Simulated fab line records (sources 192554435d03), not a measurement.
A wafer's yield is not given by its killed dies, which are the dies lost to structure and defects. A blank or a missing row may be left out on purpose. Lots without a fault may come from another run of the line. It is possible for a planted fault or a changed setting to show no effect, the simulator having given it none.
Matching of chambers    flow n5 finfet    N5_BEOL_M1_VIA_ETCH_34 on rie diel-06 has 4 sister chambers
The step etches the open film in C4F6/O2, target depth 67.8 nm, time 64.4 s. 14 wafers are shown with their chamber, then 7 later ones without.

EACH WAFER AND ITS CHAMBER
wafer   chamber  showerhead plenum p Torr (Torr)  drypump motor current A (A)  throttle valve pct (%)
L079.2  3        2.76                             6.6                          30.70
L079.3  0        2.89                             5.7                          30.38
L079.5  0        2.89                             5.7                          30.38
L082.3  2        2.85                             6.5                          30.90
L082.4  3        2.76                             6.6                          30.72
L082.5  3        2.76                             6.5                          30.73
L085.2  0        2.89                             5.7                          30.40
L085.4  2        2.85                             6.5                          30.92
L085.5  1        2.72                             5.5                          30.84
L086.2  1        2.72                             5.5                          30.84
L086.4  3        2.75                             6.6                          30.71
L086.6  3        2.75                             6.5                          30.71
L087.2  3        2.75                             6.5                          30.71
L087.3  0        2.89                             5.7                          30.41

SIGNATURES (means of the wafers above)
reading                   chamber 0  chamber 1  chamber 2  chamber 3  scatter within a chamber
showerhead plenum p Torr  2.8900     2.7200     2.8500     2.7550     0.00387
drypump motor current A   5.700      5.500      6.500      6.550      0.0387
throttle valve pct        30.3925    30.8400    30.9100    30.7133    0.0119
Rule: a wafer lies at a distance from a chamber equal to the root of the sum of squares, over the readings, of (its reading less the chamber's mean, divided by the reading's scatter). The wafer belongs to the nearest chamber; if the next one is less than 2 further off, it can't be placed. The scatter: the root of (the sum of the squares of (reading less its chamber's mean) over the shown wafers, divided by (wafers less chambers)).

WAFERS WITH NO CHAMBER GIVEN
wafer   showerhead plenum p Torr (Torr)  drypump motor current A (A)  throttle valve pct (%)
L087.4  2.72                             5.5                          30.86
L096.1  2.72                             5.5                          30.87
L096.2  2.84                             6.5                          30.92
L096.6  2.84                             6.5                          30.93
L097.1  2.84                             6.5                          30.93
L097.2  2.72                             5.6                          30.87
L097.4  2.75                             6.6                          30.72

WHICH CHAMBER EACH WENT THROUGH
wafer   from the rows above  in truth
L087.4  1                    1
L096.1  1                    1
L096.2  2                    2
L096.6  2                    2
L097.1  2                    2
L097.2  1                    1
L097.4  3                    3
7 of 7 placed correctly. Number that these rows cannot place: 0. 0 placed wrongly.
